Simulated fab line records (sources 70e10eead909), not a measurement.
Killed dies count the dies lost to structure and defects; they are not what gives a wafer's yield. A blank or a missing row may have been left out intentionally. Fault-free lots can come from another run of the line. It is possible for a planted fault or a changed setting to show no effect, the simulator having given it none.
Chamber matching :: flow nand harc :: NHARC_A_CONTACT_DESCUM_13 on rie diel-08 has 4 sister chambers
The step chemistry O2, time 3 s. 7 wafers are shown with their chamber, then 7 later ones without.

## WAFERS WITH THEIR CHAMBER
wafer: L075.6
chamber: 2
showerhead plenum p Torr (Torr): 1.98
drypump motor current A (A): 6.5

wafer: L079.4
chamber: 0
showerhead plenum p Torr (Torr): 2.02
drypump motor current A (A): 5.9

wafer: L078.3
chamber: 1
showerhead plenum p Torr (Torr): 1.86
drypump motor current A (A): 6.6

wafer: L078.5
chamber: 0
showerhead plenum p Torr (Torr): 2.02
drypump motor current A (A): 6.0

wafer: L078.6
chamber: 3
showerhead plenum p Torr (Torr): 1.82
drypump motor current A (A): 5.6

wafer: L085.3
chamber: 1
showerhead plenum p Torr (Torr): 1.85
drypump motor current A (A): 6.6

wafer: L085.5
chamber: 3
showerhead plenum p Torr (Torr): 1.82
drypump motor current A (A): 5.6

## WAFERS WITHOUT THEIR CHAMBER
wafer: L085.6
showerhead plenum p Torr (Torr): 1.97
drypump motor current A (A): 6.5

wafer: L088.2
showerhead plenum p Torr (Torr): 1.85
drypump motor current A (A): 6.6

wafer: L088.5
showerhead plenum p Torr (Torr): 1.85
drypump motor current A (A): 6.6

wafer: L088.6
showerhead plenum p Torr (Torr): 2.01
drypump motor current A (A): 6.0

wafer: L096.1
showerhead plenum p Torr (Torr): 2.00
drypump motor current A (A): 5.9

wafer: L096.2
showerhead plenum p Torr (Torr): 1.96
drypump motor current A (A): 6.5

wafer: L096.6
showerhead plenum p Torr (Torr): 2.00
drypump motor current A (A): 6.0

## WHICH CHAMBER EACH ONE RAN IN
wafer: L085.6
from the rows above: 2
in truth: 2

wafer: L088.2
from the rows above: 1
in truth: 1

wafer: L088.5
from the rows above: 1
in truth: 1

wafer: L088.6
from the rows above: 0
in truth: 0

wafer: L096.1
from the rows above: 0
in truth: 0

wafer: L096.2
from the rows above: 2
in truth: 2

wafer: L096.6
from the rows above: 0
in truth: 0
7 of 7 placed correctly. Can't be placed from these rows: 0. Placed wrongly: 0.
How it was worked out, from the rows above alone: a wafer's distance from a chamber is the root of the sum, over the readings, of the square of ((its reading less the chamber's mean) divided by the reading's scatter). If the next closest chamber is less than 2 further off than the closest, the wafer can't be placed; otherwise it belongs to the closest. The mean given for a chamber averages the wafers shown for that chamber. The scatter is the square root of a quotient: the sum, over the shown wafers, of each reading's squared deviation from its chamber's mean, divided by wafers minus chambers.
